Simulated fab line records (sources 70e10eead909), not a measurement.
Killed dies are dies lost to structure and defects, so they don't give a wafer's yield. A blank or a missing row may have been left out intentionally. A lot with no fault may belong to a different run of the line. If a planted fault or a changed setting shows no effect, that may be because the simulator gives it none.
One fault seen from 2 desks | flow nand_harc | each desk holds nothing but its own numbers, with what lay behind them at the end

## METROLOGY DESK
Lot by lot, what the gauges showed, no matter which tool ran the lot: averages of those sampled wafers that carry a number. If a lot's mean is further than 4 standard deviations from the usual mean, the lot is out of limits and carries the mark OUT (the distance appears in the brackets).
Columns: A = overlay_x_nm at NHARC_A_CONTACT_OVL_MEAS_43, usual -0.1 nm; B = overlay_y_nm at NHARC_A_CONTACT_OVL_MEAS_43, usual 0.1 nm
lot  | first seen here | A    | B
L276 | day 21 17:35    | -1.3 | -0.8
L277 | day 22 05:32    | -1.5 | -1.3
L279 | day 23 01:11    | -0.0 | 1.0
L282 | day 24 02:02    | 0.2  | -0.9
L281 | day 24 02:13    | -1.3 | 0.7
L290 | day 27 13:56    | -1.1 | 1.8
L291 | day 28 07:03    | 0.7  | -0.5
L293 | day 28 14:52    | -1.0 | 1.1
L294 | day 29 09:49    | 0.5  | 0.8
L296 | day 29 17:37    | -0.7 | 1.3
L297 | day 29 19:01    | -0.9 | 0.1
L298 | day 30 11:16    | 0.5  | -1.4
This desk found nothing out of limits on any of the 12 lots.

## AT THE TOOL OWNER'S DESK: rie_diel-04
The tool's own readings at NHARC_A_CONTACT_ETCH_48 (etches the open film in CF4, target depth 39 nm, time 65 s): means of the sampled wafers that have a number, for each lot that ran on this tool. If a lot's mean is further than 4 standard deviations from the usual mean, the lot is out of limits and carries the mark OUT (the distance appears in the brackets).
Columns: A = bias_w at NHARC_A_CONTACT_ETCH_48, usual 99.98 W; B = cf4_flow_sccm at NHARC_A_CONTACT_ETCH_48, usual 150.0 sccm; C = drypump_motor_current_A at NHARC_A_CONTACT_ETCH_48, usual 5.7 A; D = oes_product_au at NHARC_A_CONTACT_ETCH_48, usual 1.006 a.u.; E = rf_vpp_V at NHARC_A_CONTACT_ETCH_48, usual 151.6 V; F = showerhead_plenum_p_Torr at NHARC_A_CONTACT_ETCH_48, usual 1.79 Torr; G = throttle_valve_pct at NHARC_A_CONTACT_ETCH_48, usual 13.285 %
lot  | first seen here | A      | B     | C   | D     | E     | F    | G
L277 | day 22 05:43    | 99.73  | 150.0 | 5.7 | 0.994 | 151.9 | 1.80 | 13.281
L281 | day 24 02:34    | 100.40 | 150.2 | 5.5 | 1.002 | 151.0 | 1.72 | 13.285
L290 | day 27 14:10    | 100.02 | 150.2 | 5.8 | 1.010 | 150.6 | 1.77 | 13.288
L291 | day 28 07:14    | 99.93  | 150.1 | 5.5 | 1.000 | 151.3 | 1.75 | 13.290
L293 | day 28 15:02    | 100.00 | 149.7 | 5.9 | 1.004 | 151.6 | 1.80 | 13.285
L294 | day 29 09:59    | 100.04 | 150.3 | 5.7 | 1.003 | 151.0 | 1.72 | 13.284
L298 | day 30 11:27    | 100.03 | 149.9 | 5.6 | 0.999 | 151.2 | 1.75 | 13.277
This desk found nothing out of limits on any of the 7 lots.

## TAKEN TOGETHER
At the metrology desk, nothing out of limits was observed.
Nothing out of limits was seen by the tool owner's desk.

## WHAT THE SIMULATOR PUT IN
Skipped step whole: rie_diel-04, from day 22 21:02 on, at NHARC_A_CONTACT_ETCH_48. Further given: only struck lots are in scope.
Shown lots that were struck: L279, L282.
